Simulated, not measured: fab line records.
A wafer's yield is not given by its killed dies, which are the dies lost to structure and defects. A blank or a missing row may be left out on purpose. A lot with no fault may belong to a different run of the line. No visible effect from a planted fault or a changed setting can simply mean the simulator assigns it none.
Which of the tools did it?	flow nandHarc	23 lots, 69 wafers sampled, at 6 steps of a route of 1159

== WHAT THE GAUGES SHOWED, per wafer ==
The record lacks any reading of a measuring or inspecting step that a usual standard deviation could be used to judge.

== WHICH TOOL RAN EACH LOT (tool, then ch and the chambers of the sampled wafers, then the start) ==
lot	NHARC_A_STAIRCASE_TRIM_16	NHARC_A_STAIRCASE_TRIM_20	NHARC_A_STAIRCASE_ETCH_21	NHARC_A_STAIRCASE_ETCH_27	NHARC_A_STAIRCASE_ETCH_188	NHARC_A_STAIRCASE_TRIM_193
L075	rieDiel-07 ch 2,3, day 10 23:41 or earlier	rieDiel-07 ch 0,2,3, day 10 23:41	rieDiel-07 ch 0,1,3, no start	rieDiel-07 ch 0,2, no start	rieDiel-02 ch 0,2, no start	rieDiel-02 ch 0,2,3, no start
L074	rieDiel-02 ch 1,2,3, day 11 07:25 or earlier	rieDiel-07 ch 0,2,3, day 11 07:25	rieDiel-07 ch 0,1,3, no start	rieDiel-07 ch 0,1,2, no start	rieDiel-07 ch 2,3, no start	rieDiel-07 ch 1,3, no start
L078	rieDiel-07 ch 0,2,3, day 11 11:42 or earlier	rieDiel-07 ch 0,1,2, day 11 11:42	rieDiel-07 ch 0,2,3, no start	rieDiel-07 ch 1,2,3, no start	rieDiel-07 ch 0,1,3, no start	rieDiel-07 ch 0,2,3, no start
L076	rieDiel-02 ch 1,2,3, day 11 12:07 or earlier	rieDiel-07 ch 2,3, day 11 12:07	rieDiel-07 ch 0,2,3, no start	rieDiel-07 ch 2,3, no start	rieDiel-06 ch 0,1,3, no start	rieDiel-06 ch 1,2,3, no start
L077	rieDiel-06 ch 0,1,2, day 11 15:01 or earlier	rieDiel-06 ch 2,3, day 11 15:01	rieDiel-06 ch 0,3, no start	rieDiel-06 ch 0,1,3, no start	rieDiel-06 ch 0,2, no start	rieDiel-06 ch 0,2, no start
L079	rieDiel-06 ch 1,2, day 11 22:08 or earlier	rieDiel-06 ch 2,3, day 11 22:08	rieDiel-06 ch 0,2,3, no start	rieDiel-06 ch 0,3, no start	rieDiel-02 ch 0,1, no start	rieDiel-02 ch 1,2, no start
L080	rieDiel-07 ch 1,2, day 12 10:26 or earlier	rieDiel-07 ch 2,3, day 12 10:26	rieDiel-07 ch 1,2, no start	rieDiel-07 ch 1,3, no start	rieDiel-07 ch 1,3, no start	rieDiel-07 ch 1,3, no start
L081	rieDiel-07 ch 1,2, day 12 10:47 or earlier	rieDiel-02 ch 0,1,3, day 12 10:47	rieDiel-02 ch 2,3, no start	rieDiel-02 ch 1,2, no start	rieDiel-06 ch 0,2,3, no start	rieDiel-06 ch 0,1,2, no start
L083	rieDiel-02 ch 1,2, day 13 00:11 or earlier	rieDiel-06 ch 1,2, day 13 00:11	rieDiel-06 ch 1,2,3, no start	rieDiel-06 ch 1,3, no start	rieDiel-06 ch 1,3, no start	rieDiel-06 ch 1,2,3, no start
L084	rieDiel-07 ch 0,1,3, day 13 06:25 or earlier	rieDiel-06 ch 1,3, day 13 06:25	rieDiel-06 ch 0,2,3, no start	rieDiel-06 ch 0,2,3, no start	rieDiel-07 ch 1,2, no start	rieDiel-07 ch 1,2, no start
L087	rieDiel-06 ch 1,2,3, day 14 02:20 or earlier	rieDiel-06 ch 0,1,2, day 14 02:20	rieDiel-06 ch 0,1,3, no start	rieDiel-06 ch 0,1,2, no start	rieDiel-07 ch 1,2,3, no start	rieDiel-07 ch 0,1,2, no start
L086	rieDiel-06 ch 0,1,3, day 14 02:43 or earlier	rieDiel-02 ch 0,1,2, day 14 02:43	rieDiel-02 ch 0,1,2, no start	rieDiel-02 ch 0,1,3, no start	rieDiel-06 ch 0,1,3, no start	rieDiel-06 ch 0,1,3, no start
L085	rieDiel-06 ch 2,3, day 14 04:08 or earlier	rieDiel-06 ch 1,2,3, day 14 04:08	rieDiel-06 ch 0,2,3, no start	rieDiel-06 ch 0,1,3, no start	rieDiel-06 ch 0,1,3, no start	rieDiel-06 ch 2,3, no start
L088	rieDiel-02 ch 0,2,3, day 14 13:37 or earlier	rieDiel-02 ch 0,2,3, day 14 13:37	rieDiel-02 ch 0,2,3, no start	rieDiel-02 ch 1,2,3, no start	rieDiel-06 ch 0,2,3, no start	rieDiel-06 ch 1,2,3, no start
L089	rieDiel-07 ch 0,3, day 14 18:10 or earlier	rieDiel-07 ch 0,3, day 14 18:10	rieDiel-07 ch 2,3, no start	rieDiel-07 ch 0,2,3, no start	rieDiel-06 ch 0,3, no start	rieDiel-06 ch 0,1,3, no start
L090	rieDiel-07 ch 2,3, day 14 18:38 or earlier	rieDiel-07 ch 0,3, day 14 18:38	rieDiel-07 ch 0,2,3, no start	rieDiel-07 ch 0,2,3, no start	rieDiel-07 ch 0,3, no start	rieDiel-07 ch 0,2,3, no start
L091	rieDiel-06 ch 1,2,3, day 14 19:00 or earlier	rieDiel-06 ch 1,2,3, day 14 19:00	rieDiel-06 ch 0,1,3, no start	rieDiel-06 ch 1,2,3, no start	rieDiel-06 ch 1,2,3, no start	rieDiel-06 ch 0,2,3, no start
L092	rieDiel-02 ch 0,2,3, day 15 10:37 or earlier	rieDiel-06 ch 0,1,3, day 15 10:37	rieDiel-06 ch 0,1, no start	rieDiel-06 ch 2,3, no start	rieDiel-02 ch 1,2, no start	rieDiel-02 ch 1,3, no start
L095	rieDiel-02 ch 0,1,2, day 16 00:20 or earlier	rieDiel-06 ch 0,2,3, day 16 00:20	rieDiel-06 ch 0,1,2, no start	rieDiel-06 ch 0,2,3, no start	rieDiel-02 ch 0,2,3, no start	rieDiel-02 ch 0,1,2, no start
L096	rieDiel-02 ch 0,1,3, day 16 01:36 or earlier	rieDiel-06 ch 1,2,3, day 16 01:36	rieDiel-06 ch 0,1,3, no start	rieDiel-06 ch 0,2,3, no start	rieDiel-06 ch 0,1,2, no start	rieDiel-06 ch 0,2,3, no start
L093	rieDiel-02 ch 1,2, day 16 01:49 or earlier	rieDiel-07 ch 0,2, day 16 01:49	rieDiel-07 ch 0,1,3, no start	rieDiel-07 ch 0,2,3, no start	rieDiel-07 ch 1,2, no start	rieDiel-07 ch 0,1,3, no start
L094	rieDiel-07 ch 2,3, day 16 04:47 or earlier	rieDiel-06 ch 1,2, day 16 04:47	rieDiel-06 ch 0,1,3, no start	rieDiel-06 ch 2,3, no start	rieDiel-07 ch 0,2,3, no start	rieDiel-07 ch 1,2,3, no start
L097	rieDiel-06 ch 0,1, day 16 14:34 or earlier	rieDiel-06 ch 0,1, day 16 14:34	rieDiel-06 ch 2,3, no start	rieDiel-06 ch 1,3, no start	rieDiel-07 ch 1,2,3, no start	rieDiel-07 ch 0,3, no start
- NHARC_A_STAIRCASE_TRIM_16: chemistry O2, time 211.2 s.
- NHARC_A_STAIRCASE_TRIM_20: chemistry O2, time 211.2 s.
- NHARC_A_STAIRCASE_ETCH_21: etches the open film in C4F8/O2, target depth 100 nm, time 40.5 s.
- NHARC_A_STAIRCASE_ETCH_27: etches the open film in C4F8/O2, target depth 100 nm, time 40.5 s.
- NHARC_A_STAIRCASE_ETCH_188: etches the open film in C4F8/O2, target depth 100 nm, time 40.5 s.
- NHARC_A_STAIRCASE_TRIM_193: chemistry O2, time 211.2 s.

== WHAT THE TOOLS THEMSELVES READ (means of the sampled wafers that have a number; where no wafer has one, the mark that the record gives instead) ==
NHARC_A_STAIRCASE_TRIM_16.
lot	tool	drypumpMotorCurrentA (A)	o2FlowSccm (sccm)	oesProductAu (a.u.)	rfVppV (V)	showerheadPlenumPTorr (Torr)	throttleValvePct (%)
L075	rieDiel-07	5.5	499.8	0.997	58.0	3.58	17.031
L074	rieDiel-02	5.6	500.3	0.999	57.4	3.60	17.040
L078	rieDiel-07	5.6	502.3	0.989	58.0	3.61	17.035
L076	rieDiel-02	5.6	500.2	0.999	57.6	3.60	17.040
L077	rieDiel-06	5.2	498.4	1.004	57.6	3.68	17.035
L079	rieDiel-06	5.3	500.4	1.007	58.3	3.70	17.039
L080	rieDiel-07	5.6	501.1	1.004	58.4	3.61	17.042
L081	rieDiel-07	5.6	500.3	1.008	57.4	3.61	17.030
L083	rieDiel-02	5.4	501.3	0.995	57.6	3.49	17.036
L084	rieDiel-07	5.6	500.6	1.005	57.6	3.58	17.045
L087	rieDiel-06	5.1	500.1	1.004	59.0	3.69	17.031
L086	rieDiel-06	5.0	500.3	1.006	58.2	3.67	17.033
L085	rieDiel-06	4.9	499.5	0.995	58.3	3.76	17.040
L088	rieDiel-02	5.8	498.6	0.988	57.2	3.60	17.041
L089	rieDiel-07	5.6	501.3	1.000	58.1	3.61	17.036
L090	rieDiel-07	5.6	500.0	1.002	58.9	3.56	17.039
L091	rieDiel-06	5.1	500.5	1.007	58.3	3.69	17.038
L092	rieDiel-02	5.7	500.1	1.009	58.1	3.60	17.032
L095	rieDiel-02	5.5	498.7	0.995	57.2	3.50	17.030
L096	rieDiel-02	5.8	499.6	0.994	57.9	3.45	17.035
L093	rieDiel-02	5.3	499.3	1.002	57.7	3.63	17.034
L094	rieDiel-07	5.5	501.0	0.997	58.3	3.55	17.039
L097	rieDiel-06	5.1	502.1	1.004	58.0	3.64	17.045

NHARC_A_STAIRCASE_TRIM_20.
lot	tool	drypumpMotorCurrentA (A)	o2FlowSccm (sccm)	oesProductAu (a.u.)	rfVppV (V)	showerheadPlenumPTorr (Torr)	throttleValvePct (%)
L075	rieDiel-07	5.6	499.3	0.995	57.6	3.62	17.038
L074	rieDiel-07	5.6	499.4	0.995	57.4	3.61	17.039
L078	rieDiel-07	5.7	500.1	0.993	57.8	3.62	17.035
L076	rieDiel-07	5.5	499.6	0.998	57.6	3.58	17.038
L077	rieDiel-06	5.1	499.7	0.994	58.2	3.77	17.031
L079	rieDiel-06	4.9	500.5	0.999	58.4	3.77	17.031
L080	rieDiel-07	5.6	499.6	1.013	58.0	3.60	17.044
L081	rieDiel-02	5.8	500.1	0.999	57.9	3.47	17.038
L083	rieDiel-06	5.3	500.2	0.995	57.9	3.63	17.036
L084	rieDiel-06	4.9	500.3	0.996	57.7	3.69	17.035
L087	rieDiel-06	5.2	500.2	1.009	58.0	3.67	17.038
L086	rieDiel-02	5.5	499.6	1.002	56.9	3.51	17.037
L085	rieDiel-06	5.1	501.3	1.002	57.7	3.69	17.039
L088	rieDiel-02	5.7	499.4	1.000	58.1	3.60	17.039
L089	rieDiel-07	5.6	501.5	1.003	58.5	3.57	17.034
L090	rieDiel-07	5.6	500.6	1.000	57.9	3.61	17.043
L091	rieDiel-06	5.1	499.9	1.010	58.0	3.69	17.036
L092	rieDiel-06	5.0	500.1	0.996	58.0	3.66	17.030
L095	rieDiel-06	5.0	499.4	0.999	57.9	3.73	17.038
L096	rieDiel-06	5.1	499.4	1.005	58.6	3.68	17.037
L093	rieDiel-07	5.6	499.0	1.000	58.4	3.62	17.035
L094	rieDiel-06	5.3	497.7	1.007	58.6	3.68	17.033
L097	rieDiel-06	5.1	500.3	1.006	58.7	3.64	17.046

NHARC_A_STAIRCASE_ETCH_21.
lot	tool	oesProductAu (a.u.)	rfVppV (V)
L075	rieDiel-07	0.941	898
L074	rieDiel-07	0.945	899
L078	rieDiel-07	0.948	899
L076	rieDiel-07	0.948	899
L077	rieDiel-06	0.950	903
L079	rieDiel-06	0.937	904
L080	rieDiel-07	0.941	899
L081	rieDiel-02	0.957	903
L083	rieDiel-06	0.967	902
L084	rieDiel-06	0.973	904
L087	rieDiel-06	0.943	901
L086	rieDiel-02	0.944	895
L085	rieDiel-06	0.932	903
L088	rieDiel-02	0.942	899
L089	rieDiel-07	0.931	898
L090	rieDiel-07	0.937	897
L091	rieDiel-06	0.942	901
L092	rieDiel-06	0.981	900
L095	rieDiel-06	0.973	900
L096	rieDiel-06	0.967	900
L093	rieDiel-07	0.974	897
L094	rieDiel-06	0.951	901
L097	rieDiel-06	0.942	905

NHARC_A_STAIRCASE_ETCH_27.
lot	tool	oesProductAu (a.u.)	rfVppV (V)
L075	rieDiel-07	0.934	901
L074	rieDiel-07	0.930	900
L078	rieDiel-07	0.930	897
L076	rieDiel-07	0.930	899
L077	rieDiel-06	0.936	902
L079	rieDiel-06	0.940	903
L080	rieDiel-07	0.933	896
L081	rieDiel-02	0.950	900
L083	rieDiel-06	0.931	903
L084	rieDiel-06	0.943	905
L087	rieDiel-06	0.946	901
L086	rieDiel-02	0.929	893
L085	rieDiel-06	0.947	900
L088	rieDiel-02	0.935	898
L089	rieDiel-07	0.928	898
L090	rieDiel-07	0.932	898
L091	rieDiel-06	0.947	902
L092	rieDiel-06	0.946	903
L095	rieDiel-06	0.954	903
L096	rieDiel-06	0.947	904
L093	rieDiel-07	0.953	898
L094	rieDiel-06	0.949	904
L097	rieDiel-06	0.950	902

NHARC_A_STAIRCASE_ETCH_188.
lot	tool	oesProductAu (a.u.)	rfVppV (V)
L075	rieDiel-02	0.944	897
L074	rieDiel-07	0.950	898
L078	rieDiel-07	0.944	898
L076	rieDiel-06	0.933	902
L077	rieDiel-06	0.957	903
L079	rieDiel-02	0.939	891
L080	rieDiel-07	0.938	897
L081	rieDiel-06	0.936	904
L083	rieDiel-06	0.936	899
L084	rieDiel-07	0.933	898
L087	rieDiel-07	0.955	897
L086	rieDiel-06	0.953	901
L085	rieDiel-06	0.939	901
L088	rieDiel-06	0.923	905
L089	rieDiel-06	0.942	903
L090	rieDiel-07	0.926	899
L091	rieDiel-06	0.932	901
L092	rieDiel-02	0.958	894
L095	rieDiel-02	0.926	899
L096	rieDiel-06	0.945	901
L093	rieDiel-07	0.931	899
L094	rieDiel-07	0.951	899
L097	rieDiel-07	0.929	897

NHARC_A_STAIRCASE_TRIM_193.
lot	tool	drypumpMotorCurrentA (A)	o2FlowSccm (sccm)	oesProductAu (a.u.)	rfVppV (V)	showerheadPlenumPTorr (Torr)	throttleValvePct (%)
L075	rieDiel-02	5.7	500.2	1.003	58.3	3.62	17.034
L074	rieDiel-07	5.5	501.6	0.994	57.6	3.55	17.034
L078	rieDiel-07	5.6	500.2	1.004	57.8	3.61	17.028
L076	rieDiel-06	5.1	499.7	1.007	58.9	3.70	17.042
L077	rieDiel-06	5.1	501.8	1.015	58.4	3.73	17.036
L079	rieDiel-02	5.4	500.2	0.998	57.6	3.50	17.039
L080	rieDiel-07	5.6	500.3	1.002	57.6	3.55	17.028
L081	rieDiel-06	5.2	499.1	0.999	58.2	3.68	17.038
L083	rieDiel-06	5.1	500.5	1.006	58.2	3.69	17.040
L084	rieDiel-07	5.6	500.0	1.002	57.2	3.60	17.039
L087	rieDiel-07	5.6	499.0	0.997	58.3	3.61	17.033
L086	rieDiel-06	5.0	500.8	1.002	59.1	3.67	17.035
L085	rieDiel-06	4.9	499.7	0.999	57.9	3.76	17.033
L088	rieDiel-06	5.1	499.2	1.000	58.6	3.69	17.047
L089	rieDiel-06	5.0	499.8	0.996	58.3	3.67	17.044
L090	rieDiel-07	5.6	500.9	1.006	57.3	3.59	17.037
L091	rieDiel-06	5.0	500.3	0.995	58.5	3.73	17.037
L092	rieDiel-02	5.7	499.9	0.993	58.0	3.43	17.038
L095	rieDiel-02	5.5	499.3	1.012	57.2	3.50	17.034
L096	rieDiel-06	5.0	499.7	1.006	57.7	3.73	17.038
L093	rieDiel-07	5.6	499.1	1.000	57.3	3.57	17.040
L094	rieDiel-07	5.6	500.1	0.997	58.2	3.56	17.043
L097	rieDiel-07	5.6	500.5	1.001	57.1	3.56	17.027

== THE ANSWER, worked out from the rows above alone ==
Rule: what is usual is taken from the lots themselves. Put in order of their means at a reading, lots are off if they are a third of the lots or fewer, leave a main group of 4 or more, and stand apart from it by a gap of 3 or more times the standard deviation of the main group's means; of several such gaps the widest counts. The tables above print the reading to a certain number of digits; a main group whose means all agree to those digits is not used. Also off: a lot with no number at a reading for which 4 or more lots have one. The other lots that the step has rows for count as sound. The gauges are gone through in route order, then the tools' own readings, and for those a lot's mean is taken as printed above. At the first step where some lot is off, the reading lying furthest off is the one used; lots without a number count as furthest.
Across all readings shown, no lot is off: no conclusion can be drawn from this.

== WHAT THE SIMULATOR HAD INSERTED ==
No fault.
